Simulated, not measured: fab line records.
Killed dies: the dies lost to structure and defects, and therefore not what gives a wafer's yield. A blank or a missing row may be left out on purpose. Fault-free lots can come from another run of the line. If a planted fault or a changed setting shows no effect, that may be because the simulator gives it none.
Matching of chambers / flow n5 finfet / N5_FIN_SAQP_STRIP_55 on rie diel-06: 4 sister chambers
The step strips in N2/H2. 4 wafers are shown with their chamber, then 8 later ones without.

== WAFERS, EACH WITH ITS CHAMBER ==
wafer=L828.1; chamber=3; drypump motor current A (A)=6.4
wafer=L831.2; chamber=0; drypump motor current A (A)=6.4
wafer=L832.6; chamber=1; drypump motor current A (A)=5.8
wafer=L835.1; chamber=2; drypump motor current A (A)=4.9

== WAFERS WITH NO CHAMBER GIVEN ==
wafer=L835.3; drypump motor current A (A)=5.7
wafer=L835.6; drypump motor current A (A)=4.9
wafer=L839.3; drypump motor current A (A)=6.4
wafer=L839.4; drypump motor current A (A)=5.8
wafer=L839.6; drypump motor current A (A)=6.4
wafer=L840.2; drypump motor current A (A)=6.3
wafer=L840.3; drypump motor current A (A)=5.8
wafer=L840.5; drypump motor current A (A)=4.9

== WHICH CHAMBER EACH ONE RAN IN ==
wafer=L835.3; from the rows above=1; in truth=1
wafer=L835.6; from the rows above=2; in truth=2
wafer=L839.3; from the rows above=can't be placed: 0 or 3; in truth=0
wafer=L839.4; from the rows above=1; in truth=1
wafer=L839.6; from the rows above=can't be placed: 0 or 3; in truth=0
wafer=L840.2; from the rows above=can't be placed: 0 or 3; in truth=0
wafer=L840.3; from the rows above=1; in truth=1
wafer=L840.5; from the rows above=2; in truth=2
Placed correctly: 5 of 8. Unplaceable from these rows: 3, with the true chamber sitting among the candidates in 3. 0 placed wrongly.
How it was worked out, from the rows above alone: a wafer's distance from a chamber is the root of the sum, over the readings, of the square of ((its reading less the chamber's mean) divided by the reading's scatter). If the next closest chamber is less than 2 further off than the closest, the wafer can't be placed; otherwise it belongs to the closest. For every chamber, the mean is computed from those of its wafers that are shown. The scatter: root of mean squared gap, hidden wafer to nearest shown wafer, with one shown wafer a chamber.
